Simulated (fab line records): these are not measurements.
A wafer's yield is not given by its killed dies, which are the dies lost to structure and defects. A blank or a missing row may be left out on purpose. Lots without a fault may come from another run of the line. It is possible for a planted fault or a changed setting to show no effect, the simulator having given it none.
fab line records ; flow n5Finfet
record: lots: 10; wafers: 27; lastDay: 17
route steps=1938 shown BEOL_M4@1071 PASSIVATION@1936
lots with no fault: from the same line, run without faults
startH: start of the lot's first displayed wafer, in hours after the record's first day ; waitH: how many hours have passed since the lot's step before this one ; " as in the row above ; L1.1+2: one row covering several wafers at once ; - no value, or no start given ; * or withheld: withheld ; < > ~ a bound
route shown NAME@n: names a module that has steps shown in the file, with the first one's number in the route ; usual: mean and standard deviation over wafers with no fault ; same: alike in all rows ; chamber/n: place in a boat ; sites: each site's reading ; _std_site: the standard deviation of these ; _edge_site: mean of outer sites minus mean of inner sites ; radiusMm: how far each site lies from the wafer's centre ; mask NAME#n: copy n ; behind: tool/chamber where the wafer was last shaped ; hold: what put the lot on hold/how long, in hours/how the hold closed ; device: whichever transistor did not switch (one of n, p or np) ; end of line: the same wafers' tests at the end of the route ; for a step that has no rows: nothing shown but its recipe ; killed: count of dies lost to structure and defects at first sort (not the wafer's yield) ; map: dies across one wafer; x = killed, . = not, _ = none there
set.NAME: the setting the step ran with; set.NAME@STEP: the setting that earlier step ran with ; model.NAME: the simulator's own value behind a step, which no gauge read
one table for each step of the route and one row for each wafer, over a sample of lots
services: the hour from which a tool's chamber was out of use, counted from the record's first day as startH (under 0 if before that day), plus the number of hours and why
== steps ==
step: N5_BEOL_M4_ETCH_41
recipe: chemistry: CH3F/O2; target: SiCN; targetDepthA: 299; taperDeg: 2; timeS: 52.5; ionEnergyEv: 120; maskMaterial: TiN; pressureMtorr: 30; sourceW: 395; biasW: 75; Ar_flow_sccm: 150; CH3F_flow_sccm: 30; O2_flow_sccm: 20
usual: O2_flow_sccm: 20.00/0.058; drypumpMotorCurrentA: 5.6/0.3; oesProductAu: 0.79/0.077; rfFwdPowerW: 391.6/1.3; rfVppV: 296.9/1.3; showerheadPlenumPTorr: 1.97/0.056; throttleValvePct: 16.27/0.23
same: timeS: 52.5
lot.wafer;tool;chamber;startH;waitH;O2_flow_sccm;drypumpMotorCurrentA;oesProductAu;rfFwdPowerW;rfHoursCounterH;rfVppV;showerheadPlenumPTorr;throttleValvePct
L556.1;rieDiel-02;2;-;-;20.03;5.7;0.70;391.9;215;297.7;1.96;16.44
L556.3;rieDiel-02;3;-;-;20.05;5.7;0.95;393.3;11;296.3;1.96;16.14
L556.6;rieDiel-02;1;-;-;20.03;5.2;0.76;392.3;-;294.7;1.94;16.84
L557.1;rieDiel-03;3;-;-;20.00;5.9;0.72;393.3;166;298.3;1.98;16.20
L557.5;rieDiel-03;3;-;-;20.02;6.0;0.72;392.7;-;296.6;1.98;16.20
L557.6;rieDiel-03;2;-;-;19.93;5.7;0.88;392.2;-;297.7;2.04;16.13
L558.3;rieDiel-03;0;-;-;20.03;5.1;0.70;390.9;238;298.9;2.06;16.30
L558.4;rieDiel-03;2;-;-;19.93;5.7;0.88;391.6;46;297.2;2.04;16.11
L558.5;rieDiel-03;2;-;-;19.98;5.7;0.88;389.7;-;297.8;2.04;16.12
L561.2;rieDiel-03;2;-;-;19.98;5.7;0.86;392.9;59;298.9;2.03;16.16
L561.3;rieDiel-03;3;-;-;19.97;5.9;0.71;391.7;179;296.5;1.97;16.22
L562.4;rieDiel-03;2;-;-;20.02;5.7;0.87;392.7;-;298.4;2.03;16.16
L562.5;rieDiel-03;1;-;-;19.89;5.2;0.78;390.8;-;294.6;1.91;16.18
L567.4;rieDiel-06;3;-;-;19.97;5.9;0.68;391.3;-;296.3;1.89;16.61
L567.5;rieDiel-06;0;-;-;19.96;6.0;0.83;391.9;-;296.9;1.93;16.01
L570.1;rieDiel-02;1;-;-;20.01;5.2;0.73;392.8;161;294.7;1.93;16.88
L570.3;rieDiel-02;3;-;-;20.03;5.8;0.87;393.4;42;296.8;1.95;16.19
L570.5;rieDiel-02;3;-;-;20.04;5.8;0.87;393.8;-;296.5;1.95;16.19
L571.2;rieDiel-06;2;-;-;19.94;5.5;0.83;391.8;100;298.0;2.02;16.27
L571.4;rieDiel-06;0;-;-;20.10;6.0;0.83;392.9;66;296.0;1.92;16.02
L571.5;rieDiel-06;3;-;-;20.03;5.9;0.68;391.6;-;295.5;1.89;16.61
L575.1;rieDiel-06;2;-;-;19.92;5.5;0.80;390.3;109;297.9;2.02;16.30
L575.5;rieDiel-06;1;-;-;20.03;5.4;0.84;390.8;-;296.3;2.03;16.26
L575.6;rieDiel-06;0;-;-;20.03;6.0;0.80;390.8;-;294.9;1.92;16.05
L576.2;rieDiel-03;0;-;-;20.05;5.1;0.91;391.8;22;297.2;2.05;15.89
L576.5;rieDiel-03;0;-;-;20.04;5.1;0.90;392.1;-;299.1;2.05;15.88
L576.6;rieDiel-03;1;-;-;20.01;5.2;0.76;392.7;-;294.2;1.90;16.23
step: N5_BEOL_M4_OCD_MEAS_38
usual: trenchDepthNm: 54.7/1.3
lot.wafer;tool;chamber;startH;waitH;trenchDepthNm
L556.1;ocd-02;-;179.15;-;54.1
L556.3;ocd-02;-;179.15;-;56.4
L556.6;ocd-02;-;179.15;-;54.4
L557.1;ocd-01;-;181.56;-;53.0
L557.5;ocd-01;-;181.56;-;54.4
L557.6;ocd-01;-;181.56;-;54.5
L558.3;ocd-02;-;181.93;-;55.7
L558.4;ocd-02;-;181.93;-;55.3
L558.5;ocd-02;-;181.93;-;53.9
L561.2;ocd-01;-;213.17;-;54.6
L561.3;ocd-01;-;213.17;-;53.1
L562.4;ocd-02;-;217.70;-;55.0
L562.5;ocd-02;-;217.70;-;54.4
L567.4;ocd-02;-;238.43;-;54.0
L567.5;ocd-02;-;238.43;-;53.1
L570.1;ocd-02;-;265.23;-;55.5
L570.3;ocd-02;-;265.23;-;57.3
L570.5;ocd-02;-;265.23;-;56.6
L571.2;ocd-02;-;269.99;-;57.0
L571.4;ocd-02;-;269.99;-;53.4
L571.5;ocd-02;-;269.99;-;55.5
L575.1;ocd-02;-;294.22;-;56.0
L575.5;ocd-02;-;294.22;-;55.5
L575.6;ocd-02;-;294.22;-;52.8
L576.2;ocd-01;-;294.25;-;56.2
L576.5;ocd-01;-;294.25;-;56.0
L576.6;ocd-01;-;294.25;-;53.9
step: N5_BEOL_M4_ALD_84
recipe: material: TaN; targetThkA: *; tempC: 275; aldPrecursorFamily: PDMAT; aldCoReactant: NH3; pressureTorr: 3; carrierFlowSccm: 1500; pulseTimeS: 2; purgeTimeS: 3; coReactantPurgeTimeS: 2; coReactantPulseTimeS: 3; aldCycles: 30; precursorVesselTempC: 75; precursorVesselPressureTorr: 26.25; precursorVesselCarrierSccm: 1000
usual: aldCycles: 30/0; heaterPowerW: 430/49; mfcCarrierSccm: 1500/4.5
same: pulseTimeS: 2
lot.wafer;tool;chamber;startH;waitH;aldCycles;heaterPowerW;mfcCarrierSccm
L556.1;aldMetal-03;2;179.50;0.0;30;480;1496
L556.3;aldMetal-03;1;179.50;0.0;30;502;1494
L556.6;aldMetal-03;1;179.50;0.0;30;508;1490
L557.1;aldMetal-03;3;181.86;0.0;30;439;1499
L557.5;aldMetal-03;3;181.86;0.0;30;446;1499
L557.6;aldMetal-03;2;181.86;0.0;30;497;1502
L558.3;aldMetal-03;3;182.23;0.0;30;442;1501
L558.4;aldMetal-03;2;182.23;0.0;30;511;1504
L558.5;aldMetal-03;3;182.23;0.0;30;449;1500
L561.2;aldMetal-03;1;213.62;0.0;20;507;1504
L561.3;aldMetal-03;2;213.62;0.0;30;501;1500
L562.4;aldMetal-03;2;218.53;0.1;20;485;1506
L562.5;aldMetal-03;2;218.53;0.1;30;506;1502
L567.4;aldMetal-03;1;238.76;0.0;20;512;1502
L567.5;aldMetal-03;3;238.76;0.0;30;443;1500
L570.1;aldMetal-02;0;265.70;0.1;30;410;1510
L570.3;aldMetal-02;1;265.70;0.1;30;439;1487
L570.5;aldMetal-02;3;265.70;0.1;30;406;1504
L571.2;aldMetal-02;1;270.65;0.1;30;445;1497
L571.4;aldMetal-02;0;270.65;0.1;30;402;1501
L571.5;aldMetal-02;1;270.65;0.1;30;447;1494
L575.1;aldMetal-03;0;294.79;0.1;30;403;1497
L575.5;aldMetal-03;3;294.79;0.1;30;442;1497
L575.6;aldMetal-03;0;294.79;0.1;30;401;1491
L576.2;aldMetal-01;0;294.91;0.1;30;359;1502
L576.5;aldMetal-01;2;294.91;0.1;30;367;1501
L576.6;aldMetal-01;1;294.91;0.1;30;357;1504
step: N5_BEOL_M4_ANNEAL_82
recipe: tempC: 400; timeS: 240; ambient: vacuum
usual: heaterPowerW: 825/39
same: timeS: 240
lot.wafer;tool;chamber;startH;waitH;heaterPowerW
L556.1;pvdSputter-02;-;180.58;0.0;863
L556.3;pvdSputter-02;-;180.58;0.0;814
L556.6;pvdSputter-02;-;180.58;0.0;841
L557.1;pvdSputter-03;-;182.82;0.0;758
L557.5;pvdSputter-03;-;182.82;0.0;867
L557.6;pvdSputter-03;-;182.82;0.0;830
L558.3;pvdSputter-03;-;184.66;0.0;831
L558.4;pvdSputter-03;-;184.66;0.0;855
L558.5;pvdSputter-03;-;184.66;0.0;762
L561.2;pvdSputter-01;-;214.63;0.0;853
L561.3;pvdSputter-01;-;214.63;0.0;818
L562.4;pvdSputter-03;-;219.73;0.0;767
L562.5;pvdSputter-03;-;219.73;0.0;896
L567.4;pvdSputter-03;-;240.65;0.0;763
L567.5;pvdSputter-03;-;240.65;0.0;766
L570.1;pvdSputter-02;-;266.69;0.0;743
L570.3;pvdSputter-02;-;266.69;0.0;831
L570.5;pvdSputter-02;-;266.69;0.0;773
L571.2;pvdSputter-01;-;271.95;0.0;813
L571.4;pvdSputter-01;-;271.95;0.0;831
L571.5;pvdSputter-01;-;271.95;0.0;877
L575.1;pvdSputter-03;-;297.63;0.0;861
L575.5;pvdSputter-03;-;297.63;0.0;874
L575.6;pvdSputter-03;-;297.63;0.0;904
L576.2;pvdSputter-02;-;298.03;0.0;807
L576.5;pvdSputter-02;-;298.03;0.0;833
L576.6;pvdSputter-02;-;298.03;0.0;879
step: N5_BEOL_M4_RC_MEAS_101
usual: COMB_M4: 5.6e-11/1.1e-11; COMB_M4_max_site: 8.1e-11/1.9e-11; DIBL_N: 35.9/2.5; DIBL_P: 36.0/3; IOFF_N: 0.16/0.047; IOFF_P: 0.21/0.047; ION_N: 671/14; ION_P: 460/8.8; SS_N: 71.5/0.73; SS_P: 73.2/0.91; VT_N: 250/4.3; VT_P: -251/3.6
lot.wafer;tool;chamber;startH;waitH;COMB_M4[S/m];COMB_M4_max_site[S/m];DIBL_N[mV/V];DIBL_P[mV/V];IOFF_N[nA/um];IOFF_P[nA/um];ION_N[uA/um];ION_P[uA/um];SS_N[mV/dec];SS_P[mV/dec];VT_N[mV];VT_P[mV]
L556.1;prober-01;0;183.32;0.3;4.1e-11;7.3e-11;36.9;36.9;0.17;0.21;670;456;71.9;72.8;250;-249
L556.3;prober-01;0;183.32;0.3;5.5e-11;7.1e-11;33.8;32.7;0.12;0.16;657;446;71.5;71.5;254;-253
L556.6;prober-01;0;183.32;0.3;7.2e-11;8.9e-11;35.2;33.2;0.14;0.17;665;455;71.5;73.1;251;-254
L557.1;prober-02;0;185.16;0.0;5.2e-11;1.03e-10;37.0;37.4;0.17;0.22;679;462;72.2;73.4;250;-252
L557.5;prober-02;0;185.16;0.0;6.1e-11;7e-11;35.6;35.8;0.15;0.20;682;463;72.4;72.9;249;-251
L557.6;prober-02;0;185.16;0.0;3.8e-11;5.9e-11;33.9;33.4;0.11;0.16;653;451;71.4;72.3;256;-253
L558.3;prober-01;0;187.33;0.3;8.1e-11;1.08e-10;39.6;39.0;0.24;0.26;707;475;71.7;74.3;241;-249
L558.4;prober-01;0;187.33;0.3;6.1e-11;7.5e-11;32.6;29.5;0.10;0.13;654;447;69.6;71.7;256;-256
L558.5;prober-01;0;187.33;0.3;4.7e-11;7.1e-11;40.8;38.8;0.28;0.26;684;460;72.6;74.4;243;-248
L561.2;prober-01;0;217.12;0.2;2.15e-10;2.55e-10;37.0;35.8;0.16;0.21;681;465;71.8;74.2;251;-250
L561.3;prober-01;0;217.12;0.2;6.6e-11;9.2e-11;36.8;35.4;0.15;0.19;667;454;71.2;73.2;251;-254
L562.4;prober-01;0;222.64;0.5;2.17e-10;2.65e-10;34.7;32.3;0.11;0.15;642;444;71.4;72.0;256;-253
L562.5;prober-01;0;222.64;0.5;5.8e-11;9.1e-11;34.7;32.0;0.12;0.14;655;444;70.7;71.4;253;-253
L567.4;prober-02;0;243.60;0.5;2.03e-10;2.73e-10;36.7;37.9;0.17;0.22;678;458;71.9;74.4;247;-252
L567.5;prober-02;0;243.60;0.5;6.9e-11;1.25e-10;33.2;33.6;0.12;0.15;664;462;70.7;72.6;253;-255
L570.1;prober-02;0;269.06;0.0;4.8e-11;6.6e-11;35.8;35.2;0.14;0.19;685;470;70.5;73.0;248;-250
L570.3;prober-02;0;269.06;0.0;5.3e-11;5.8e-11;39.0;39.9;0.22;0.28;693;469;71.2;74.4;244;-247
L570.5;prober-02;0;269.06;0.0;3.9e-11;6e-11;38.1;39.4;0.18;0.26;692;475;71.8;74.3;247;-248
L571.2;prober-02;0;274.46;0.2;7e-11;1.05e-10;39.7;41.2;0.27;0.32;703;470;73.1;74.6;241;-245
L571.4;prober-02;0;274.46;0.2;5.6e-11;7.2e-11;38.5;39.9;0.25;0.29;690;471;72.2;75.1;244;-245
L571.5;prober-02;0;274.46;0.2;5.2e-11;8.2e-11;34.5;35.4;0.15;0.23;681;467;71.6;73.0;248;-249
L575.1;prober-02;0;300.24;0.0;6.1e-11;8.9e-11;35.0;35.1;0.13;0.19;655;452;71.1;72.8;255;-252
L575.5;prober-02;0;300.24;0.0;4.4e-11;9.2e-11;34.7;34.8;0.15;0.19;681;468;71.2;73.5;251;-250
L575.6;prober-02;0;300.24;0.0;4e-11;5e-11;32.9;32.7;0.10;0.16;656;455;71.0;72.0;259;-254
L576.2;prober-01;0;300.53;0.2;9.5e-11;1.4e-10;35.2;33.5;0.12;0.16;668;458;71.1;73.0;254;-252
L576.5;prober-01;0;300.53;0.2;7.8e-11;9.4e-11;39.7;39.0;0.20;0.25;673;457;73.0;74.5;249;-250
L576.6;prober-01;0;300.53;0.2;6.6e-11;7e-11;33.6;33.2;0.11;0.16;664;462;70.8;72.2;253;-254
sites COMB_M4 radiusMm=0,75,75,75,75,140,140,140,140
L556.1 4.4e-11 4.9e-11 3.9e-11 3.6e-11 3e-11 2.8e-11 4.1e-11 7.3e-11 5.2e-11
L557.1 7.5e-11 5.9e-11 6.8e-11 5.2e-11 4.9e-11 5.2e-11 1.03e-10 3.8e-11 3.5e-11
L558.3 8.1e-11 9.5e-11 6.2e-11 9.9e-11 1.08e-10 8.6e-11 6.9e-11 4.4e-11 7.1e-11
L561.2 1.85e-10 2.15e-10 2.13e-10 2.27e-10 2.21e-10 1.79e-10 2.55e-10 2.53e-10 1.83e-10
L562.4 2.54e-10 2.01e-10 1.5e-10 2.28e-10 2.17e-10 2.07e-10 1.83e-10 2.65e-10 2.64e-10
L567.4 1.97e-10 2.17e-10 2.04e-10 1.67e-10 2.03e-10 2.11e-10 2.73e-10 1.84e-10 1.9e-10
L570.1 4.9e-11 6.6e-11 5.9e-11 4.8e-11 5.1e-11 3.3e-11 4.5e-11 3.6e-11 4.2e-11
L571.2 5.7e-11 4.7e-11 7e-11 8.1e-11 4.7e-11 8.6e-11 5.9e-11 8.5e-11 1.05e-10
L575.1 6.3e-11 4.6e-11 6.8e-11 6.1e-11 4.7e-11 7.5e-11 4.3e-11 8.9e-11 5.8e-11
L576.2 7.5e-11 1e-10 8.4e-11 1e-10 9.5e-11 9e-11 1.12e-10 1.4e-10 9.4e-11
step: N5_PASSIVATION_PROBE_49
usual: defectLimitedYield: 91.4/1.4; killed_at_M0_to_M3: 34/8.9; killed_at_M4_up: 13/4.6; killedAtContacts: 12/5.5; killedAtFrontEnd: 41/11; killedAtOther: 3.1/2.9; killedDies: 102/16; killedOnRim: 13/4.2; killedOpen: 66/11; killedShort: 34/7.6; sort_bin_4_leakage: 0.01/0.14; sort_bin_5_function: 5.1/0.89; sort_bin_6_memory: 3.2/0.61; sort_bin_8_speed: 0.02/0.12; sortNPass: 1078/16
same: grossDies: 1180; killedAtBackSide: 0
lot.wafer;tool;chamber;startH;waitH;defectLimitedYield[%];killed_at_M0_to_M3;killed_at_M4_up;killedAtContacts;killedAtFrontEnd;killedAtOther;killedDies;killedOnRim;killedOpen;killedShort;sort_bin_4_leakage[%];sort_bin_5_function[%];sort_bin_6_memory[%];sort_bin_8_speed[%];sortNPass
L557.1;prober-01;-;286.01;0.0;90.5;48;16;14;32;2;112;12;69;41;0;5.8;3.1;0;1068
L557.5;prober-01;-;286.21;0.2;89.8;54;12;5;46;3;120;21;71;49;0;6.7;3.1;0;1060
L557.6;prober-01;-;286.26;0.3;92.7;36;15;15;15;5;86;7;54;32;0;4.3;2.8;0;1094
L561.2;prober-01;-;314.16;0.1;80.8;24;126;34;42;1;227;25;76;42;8.73;5.7;3.9;0;953
L561.3;prober-01;-;314.21;0.1;90.7;27;9;26;45;3;110;11;76;30;0;5.8;3.2;0;1070
L562.4;prober-02;-;332.84;0.2;81.0;37;116;15;53;3;224;34;94;27;8.47;6.1;4.2;0;956
L562.5;prober-02;-;332.89;0.2;92.9;19;13;10;37;5;84;15;62;21;0;4.4;2.5;0;1096
L567.4;prober-01;-;354.44;0.2;84.3;24;106;15;35;5;185;27;59;29;8.14;4.6;2.5;0;995
L567.5;prober-01;-;354.49;0.2;93.0;26;11;8;37;1;83;8;53;26;0;3.4;3.1;0;1097
L570.3;prober-01;-;374.19;0.1;89.9;32;21;4;58;4;119;16;79;40;0;5.8;3.9;0;1061
L571.2;prober-02;-;374.35;0.1;91.4;32;9;10;47;3;101;13;75;26;0;5.3;3.0;0;1079
L571.4;prober-02;-;374.45;0.2;91.4;36;15;10;39;2;102;12;62;40;0;4.7;3.6;0;1078
L571.5;prober-02;-;374.50;0.2;93.0;32;12;6;31;2;83;12;62;21;0;4.2;2.8;0;1097
L575.1;prober-02;-;405.81;0.0;89.7;61;3;19;39;0;122;14;82;40;0;5.3;4.5;0;1058
L575.5;prober-02;-;406.01;0.2;91.5;44;8;8;39;1;100;11;73;27;0;4.9;3.2;0;1080
L575.6;prober-02;-;406.06;0.3;91.0;48;6;9;41;2;106;12;71;35;0;5.6;3.1;0;1074
killed by level:class
L557.1 BEOL_M0_SAQP:geometricParticle:open=13 BEOL_M0_SAQP:geometricParticle:short=11 MOL_CONTACT_COAG:geometricParticle:open=11 FIN_SAQP:geometricParticle:open=10 BEOL_M1:geometricParticle:short=8 BEOL_M4:geometricParticle:open=8 BEOL_M3:geometricParticle:open=7 FIN_SAQP:geometricParticle:short=6
L557.5 BEOL_M0_SAQP:geometricParticle:open=21 BEOL_M0_SAQP:geometricParticle:short=18 FIN_SAQP:geometricParticle:short=13 BEOL_M1:geometricParticle:open=9 STI_FIN_REVEAL:geometricParticle:open=7 FIN_SAQP:geometricParticle:open=6 MOL_CONTACT_COAG:geometricParticle:open=5 BEOL_M4:geometricParticle:open=5
L557.6 BEOL_M0_SAQP:geometricParticle:short=15 MOL_CONTACT_COAG:geometricParticle:open=14 BEOL_M5:geometricParticle:open=8 BEOL_M0_SAQP:geometricParticle:open=7 BEOL_M2:geometricParticle:open=4 STARTING-WAFER:geometricParticle:open=4 BEOL_M1:geometricParticle:open=3 BEOL_M3:geometricParticle:open=3
L561.2 M4:areaAld=103 MOL_CONTACT_COAG:geometricParticle:open=29 FIN_SAQP:geometricParticle:short=11 STI_FIN_REVEAL:geometricParticle:open=7 BEOL_M4:geometricParticle:open=7 BEOL_M0_SAQP:geometricParticle:open=6 HKMG_FIN:areaEtch=6 GATE_CUT:geometricParticle:short=5
L561.3 MOL_CONTACT_COAG:geometricParticle:open=19 FIN_SAQP:geometricParticle:open=8 FIN_SAQP:geometricParticle:short=7 MOL_CONTACT_COAG:geometricParticle:short=7 STI_FIN_REVEAL:geometricParticle:open=6 BEOL_M3:geometricParticle:open=6 BEOL_M1:geometricParticle:open=6 BEOL_M0:geometricParticle:open=5
L562.4 M4:areaAld=100 STI_FIN_REVEAL:geometricParticle:open=19 BEOL_M3:geometricParticle:open=16 FIN_SAQP:geometricParticle:open=15 MOL_CONTACT_COAG:geometricParticle:open=12 FIN_SAQP:geometricParticle:short=6 BEOL_M0_SAQP:geometricParticle:open=6 BEOL_M2:geometricParticle:open=5
L562.5 FIN_SAQP:geometricParticle:short=10 MOL_CONTACT_COAG:geometricParticle:open=10 FIN_SAQP:geometricParticle:open=8 BEOL_M3:geometricParticle:open=7 STI_FIN_REVEAL:geometricParticle:open=5 DUMMY_GATE:geometricParticle:open=5 BEOL_M0_SAQP:geometricParticle:open=4 BEOL_M4:geometricParticle:open=4
L567.4 M4:areaAld=96 MOL_CONTACT_COAG:geometricParticle:open=11 FIN_SAQP:geometricParticle:short=7 STI_FIN_REVEAL:geometricParticle:open=6 ILD0:geometricParticle:short=5 BEOL_M0:geometricParticle:open=5 BEOL_M2:geometricParticle:open=5 BEOL_M3:geometricParticle:open=5
L567.5 STI_FIN_REVEAL:geometricParticle:open=9 MOL_CONTACT_COAG:geometricParticle:open=8 BEOL_M1:geometricParticle:open=8 FIN_SAQP:geometricParticle:open=6 BEOL_M0_SAQP:geometricParticle:open=5 BEOL_M0_SAQP:geometricParticle:short=5 BEOL_M3:geometricParticle:open=5 FIN_SAQP:geometricParticle:short=4
L570.3 FIN_SAQP:geometricParticle:short=15 STI_FIN_REVEAL:geometricParticle:open=14 FIN_SAQP:geometricParticle:open=11 BEOL_M0_SAQP:geometricParticle:short=8 BEOL_M0_SAQP:geometricParticle:open=8 BEOL_M1:geometricParticle:open=7 BEOL_M4:geometricParticle:open=6 BEOL_M4:geometricParticle:short=5
L571.2 FIN_SAQP:geometricParticle:open=15 BEOL_M1:geometricParticle:open=13 MOL_CONTACT_COAG:geometricParticle:open=10 FIN_SAQP:geometricParticle:short=5 STI_FIN_REVEAL:geometricParticle:open=5 BEOL_M0_SAQP:geometricParticle:open=5 STI_FIN_REVEAL:geometricParticle:short=4 GATE_CUT:geometricParticle:open=4
L571.4 BEOL_M3:geometricParticle:open=9 FIN_SAQP:geometricParticle:short=8 BEOL_M1:geometricParticle:open=8 MOL_CONTACT_COAG:geometricParticle:open=7 GATE_CUT:geometricParticle:open=6 BEOL_M0_SAQP:geometricParticle:short=6 FIN_SAQP:geometricParticle:open=5 GATE_CUT:geometricParticle:short=5
L571.5 FIN_SAQP:geometricParticle:short=11 BEOL_M1:geometricParticle:open=10 BEOL_M3:geometricParticle:open=9 FIN_SAQP:geometricParticle:open=8 MOL_CONTACT_COAG:geometricParticle:open=6 DUMMY_GATE:geometricParticle:open=5 BEOL_M2:geometricParticle:open=4 BEOL_M5:geometricParticle:open=4
L575.1 BEOL_M0_SAQP:geometricParticle:open=16 MOL_CONTACT_COAG:geometricParticle:open=15 FIN_SAQP:geometricParticle:open=13 BEOL_M2:geometricParticle:open=13 BEOL_M0_SAQP:geometricParticle:short=10 FIN_SAQP:geometricParticle:short=6 BEOL_M3:geometricParticle:open=5 STI_FIN_REVEAL:geometricParticle:open=4
L575.5 BEOL_M2:geometricParticle:open=12 BEOL_M3:geometricParticle:open=12 FIN_SAQP:geometricParticle:short=9 FIN_SAQP:geometricParticle:open=9 MOL_CONTACT_COAG:geometricParticle:open=8 BEOL_M0_SAQP:geometricParticle:open=8 BEOL_M0_SAQP:geometricParticle:short=7 STI_FIN_REVEAL:geometricParticle:open=7
L575.6 BEOL_M0_SAQP:geometricParticle:open=14 FIN_SAQP:geometricParticle:open=13 BEOL_M2:geometricParticle:open=12 BEOL_M0_SAQP:geometricParticle:short=7 FIN_SAQP:geometricParticle:short=6 DUMMY_GATE:geometricParticle:open=6 MOL_CONTACT_COAG:geometricParticle:open=6 GATE_CUT:geometricParticle:short=5
== services ==
tool;chamber;startH;hours;kind
aldMetal-01;-;155.45;6.0;pm
aldMetal-01;-;161.45;2.8;pm
aldMetal-03;0;172.35;26.0;repair
rieDiel-06;-;174.34;14.6;pm
rieDiel-02;-;198.01;0.6;repair
aldMetal-02;-;199.16;4.3;pm
rieDiel-02;1;204.08;6.8;repair
aldMetal-02;3;207.40;16.6;repair
rieDiel-03;0;211.06;-;clean
rieDiel-03;0;211.06;-;consumableReplace:focusRing
rieDiel-03;0;211.06;26.7;scheduledDown
rieDiel-03;0;211.06;26.7;ventCycle
rieDiel-02;-;223.96;2.3;repair
rieDiel-03;2;228.06;8.4;repair
rieDiel-06;2;235.93;8.0;repair
rieDiel-02;0;246.25;4.4;repair
aldMetal-03;0;251.81;3.2;repair
rieDiel-06;3;253.06;2.6;repair
aldMetal-03;1;254.75;14.2;repair
aldMetal-02;0;281.92;4.4;repair
rieDiel-06;3;286.58;-;clean
rieDiel-06;3;286.58;-;consumableReplace:focusRing
rieDiel-06;3;286.58;-;consumableReplace:showerhead
rieDiel-06;3;286.58;22.1;scheduledDown
== key ==
firstSign: step: N5_BEOL_M4_ALD_84; reading: aldCycles; direction: down; sigmas: 99+; usual: *; struck: *
effect: step: N5_BEOL_M4_RC_MEAS_101; reading: COMB_M4; direction: up; sigmas: 14; usual: 5.6e-11; struck: 2.12e-10
effect: step: N5_BEOL_M4_RC_MEAS_101; reading: COMB_M4_max_site; direction: up; sigmas: 9.5; usual: 8.1e-11; struck: 2.64e-10
effect: step: N5_PASSIVATION_PROBE_49; reading: sort_bin_4_leakage; direction: up; sigmas: 61; usual: 0.01; struck: 8.45
moreKillsBornAt: N5_BEOL_M4_ALD_84@aldMetal-03: 299
metAt N5_BEOL_M4_ALD_84
struckLots L561,L562,L567
struckWafers L561.2,L562.4,L567.4
notActingAt N5_BEOL_M4_ETCH_41,N5_BEOL_M4_OCD_MEAS_38,N5_BEOL_M4_ANNEAL_82
onsetBetween 182.23 213.62
fault: kind: processParameterDrift; tool: aldMetal-03; chamber: -; onsetH: 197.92; steps: N5_BEOL_M4_ALD_84; channel: aldCycles; offset: *; shape: step; endH: 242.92; scope: struckWafersOnly; actsIn: *; stated: *
